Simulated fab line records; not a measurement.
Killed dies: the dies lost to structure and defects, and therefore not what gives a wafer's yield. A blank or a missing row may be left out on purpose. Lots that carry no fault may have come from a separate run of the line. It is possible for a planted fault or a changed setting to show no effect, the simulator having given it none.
Chamber matching + flow n5 finfet + N5_DUMMY_GATE_HM_OPEN_21 on rie diel-05 has 4 sister chambers
The step chemistry CH3F/O2, target SiNx, target depth 120 nm, time 171.4 s. 20 wafers are shown with their chamber, then 10 later ones without.

== WAFERS WITH THEIR CHAMBER ==
| wafer  | chamber | rf vpp V (V) | showerhead plenum p Torr (Torr) | drypump motor current A (A) |
|--------|---------|--------------|---------------------------------|-----------------------------|
| L075.1 | 1       | 295          | 2.01                            | 5.6                         |
| L075.5 | 2       | 291          | 2.03                            | 5.3                         |
| L075.6 | 3       | 305          | 2.02                            | 5.8                         |
| L077.2 | 0       | 302          | 2.10                            | 5.8                         |
| L077.5 | 0       | 303          | 2.10                            | 5.8                         |
| L077.6 | 1       | 295          | 2.01                            | 5.5                         |
| L080.2 | 2       | 291          | 2.03                            | 5.3                         |
| L080.3 | 0       | 303          | 2.10                            | 5.8                         |
| L080.6 | 2       | 291          | 2.03                            | 5.3                         |
| L082.1 | 1       | 293          | 2.01                            | 5.5                         |
| L082.2 | 2       | 291          | 2.03                            | 5.3                         |
| L082.5 | 2       | 291          | 2.03                            | 5.2                         |
| L083.2 | 1       | 294          | 2.01                            | 5.6                         |
| L083.5 | 1       | 295          | 2.01                            | 5.5                         |
| L083.6 | 0       | 304          | 2.10                            | 5.8                         |
| L086.1 | 2       | 292          | 2.02                            | 5.3                         |
| L086.5 | 1       | 293          | 2.00                            | 5.6                         |
| L086.6 | 0       | 303          | 2.09                            | 5.8                         |
| L088.1 | 2       | 291          | 2.02                            | 5.3                         |
| L088.3 | 1       | 296          | 2.00                            | 5.6                         |

SIGNATURES, as means of the wafers listed above
| reading                  | chamber 0 | chamber 1 | chamber 2 | chamber 3 | scatter within a chamber |
|--------------------------|-----------|-----------|-----------|-----------|--------------------------|
| rf vpp V                 | 303.00    | 294.43    | 291.14    | 305.00    | 0.813                    |
| showerhead plenum p Torr | 2.0980    | 2.0071    | 2.0271    | 2.0200    | 0.00478                  |
| drypump motor current A  | 5.800     | 5.557     | 5.286     | 5.800     | 0.0401                   |
Rule: for a wafer and a chamber, the distance is found by dividing, reading by reading, the gap between the wafer's reading and the chamber's mean by the reading's scatter, squaring, summing and taking the root. If the next closest chamber is less than 2 further off than the closest, the wafer can't be placed; otherwise it belongs to the closest. The scatter is the square root of a quotient: the sum, over the shown wafers, of each reading's squared deviation from its chamber's mean, divided by wafers minus chambers.

== WAFERS MISSING THEIR CHAMBER ==
| wafer  | rf vpp V (V) | showerhead plenum p Torr (Torr) | drypump motor current A (A) |
|--------|--------------|---------------------------------|-----------------------------|
| L088.5 | 292          | 2.02                            | 5.3                         |
| L093.1 | 306          | 2.00                            | 5.8                         |
| L093.4 | 304          | 2.09                            | 5.8                         |
| L093.5 | 296          | 2.00                            | 5.6                         |
| L095.2 | 304          | 2.00                            | 5.8                         |
| L095.3 | 291          | 2.02                            | 5.2                         |
| L095.4 | 295          | 2.00                            | 5.6                         |
| L096.2 | 304          | 2.09                            | 5.8                         |
| L096.3 | 303          | 2.00                            | 5.9                         |
| L096.6 | 305          | 2.00                            | 5.8                         |

== WHICH CHAMBER EACH ONE RAN IN ==
| wafer  | from the rows above | in truth |
|--------|---------------------|----------|
| L088.5 | 2                   | 2        |
| L093.1 | 3                   | 3        |
| L093.4 | 0                   | 0        |
| L093.5 | 1                   | 1        |
| L095.2 | 3                   | 3        |
| L095.3 | 2                   | 2        |
| L095.4 | 1                   | 1        |
| L096.2 | 0                   | 0        |
| L096.3 | 3                   | 3        |
| L096.6 | 3                   | 3        |
Correctly placed: 10 of 10. Number that these rows cannot place: 0. Number placed wrongly: 0.
